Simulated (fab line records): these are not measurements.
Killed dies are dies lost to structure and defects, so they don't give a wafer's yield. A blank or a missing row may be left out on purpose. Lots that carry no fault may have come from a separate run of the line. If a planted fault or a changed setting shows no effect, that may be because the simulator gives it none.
Chamber matching || flow nandHarc || NHARC_A_DECK1_JOINT_CMP_13 on cmp-04: 4 sister chambers
The step polishes, target thk 51.023 nm. 14 wafers are shown with their chamber, then 7 later ones without.

## WAFERS PAIRED WITH THEIR CHAMBERS
{"wafer": "L682.1", "chamber": 1, "motorCurrentA (A)": 14.6, "timeToEndpointS (s)": 9.9}
{"wafer": "L682.3", "chamber": 3, "motorCurrentA (A)": 10.3, "timeToEndpointS (s)": 8.9}
{"wafer": "L682.4", "chamber": 2, "motorCurrentA (A)": 10.8, "timeToEndpointS (s)": 8.2}
{"wafer": "L683.1", "chamber": 1, "motorCurrentA (A)": 13.9, "timeToEndpointS (s)": 7.4}
{"wafer": "L683.2", "chamber": 0, "motorCurrentA (A)": 14.0, "timeToEndpointS (s)": 9.2}
{"wafer": "L683.4", "chamber": 3, "motorCurrentA (A)": 10.3, "timeToEndpointS (s)": 8.6}
{"wafer": "L686.1", "chamber": 3, "motorCurrentA (A)": 10.2, "timeToEndpointS (s)": 8.8}
{"wafer": "L686.4", "chamber": 1, "motorCurrentA (A)": 14.2, "timeToEndpointS (s)": 8.6}
{"wafer": "L686.6", "chamber": 0, "motorCurrentA (A)": 14.0, "timeToEndpointS (s)": 7.7}
{"wafer": "L698.3", "chamber": 3, "motorCurrentA (A)": 10.5, "timeToEndpointS (s)": 5.6}
{"wafer": "L698.4", "chamber": 2, "motorCurrentA (A)": 11.7, "timeToEndpointS (s)": 4.4}
{"wafer": "L698.6", "chamber": 0, "motorCurrentA (A)": 14.2, "timeToEndpointS (s)": 6.1}
{"wafer": "L700.3", "chamber": 1, "motorCurrentA (A)": 14.1, "timeToEndpointS (s)": 7.8}
{"wafer": "L700.5", "chamber": 2, "motorCurrentA (A)": 10.7, "timeToEndpointS (s)": 7.0}

SIGNATURES, as means of the wafers listed above
{"reading": "motorCurrentA", "chamber 0": 14.067, "chamber 1": 14.200, "chamber 2": 11.067, "chamber 3": 10.325, "scatter within a chamber": 0.307}
{"reading": "timeToEndpointS", "chamber 0": 7.667, "chamber 1": 8.425, "chamber 2": 6.533, "chamber 3": 7.975, "scatter within a chamber": 1.54}
Rule: for each reading, subtract the chamber's mean from the wafer's reading, divide by that reading's scatter and square the result; add these up over the readings and take the root, which gives the wafer's distance from the chamber. The wafer belongs to the nearest chamber; if the next one is less than 2 further off, it can't be placed. The scatter is the square root of a quotient: the sum, over the shown wafers, of each reading's squared deviation from its chamber's mean, divided by wafers minus chambers.

## WAFERS WHOSE CHAMBER IS MISSING
{"wafer": "L700.6", "motorCurrentA (A)": 14.2, "timeToEndpointS (s)": 5.4}
{"wafer": "L701.1", "motorCurrentA (A)": 14.3, "timeToEndpointS (s)": 8.0}
{"wafer": "L701.2", "motorCurrentA (A)": 10.5, "timeToEndpointS (s)": 7.2}
{"wafer": "L701.3", "motorCurrentA (A)": 14.2, "timeToEndpointS (s)": 5.3}
{"wafer": "L703.4", "motorCurrentA (A)": 10.7, "timeToEndpointS (s)": 7.7}
{"wafer": "L703.5", "motorCurrentA (A)": 11.0, "timeToEndpointS (s)": 10.9}
{"wafer": "L703.6", "motorCurrentA (A)": 10.4, "timeToEndpointS (s)": 8.3}

## THE CHAMBER EACH PASSED THROUGH
{"wafer": "L700.6", "from the rows above": "can't be placed: 0 or 1", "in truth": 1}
{"wafer": "L701.1", "from the rows above": "can't be placed: 1 or 0", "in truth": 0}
{"wafer": "L701.2", "from the rows above": "can't be placed: 3 or 2", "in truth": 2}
{"wafer": "L701.3", "from the rows above": "can't be placed: 0 or 1", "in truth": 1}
{"wafer": "L703.4", "from the rows above": "can't be placed: 3 or 2", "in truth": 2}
{"wafer": "L703.5", "from the rows above": "can't be placed: 2 or 3", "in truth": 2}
{"wafer": "L703.6", "from the rows above": 3, "in truth": 3}
Correct placement for 1 of the 7. Can't be placed from these rows: 6 (the true chamber is among the candidates in 6). Wrongly placed: 0.
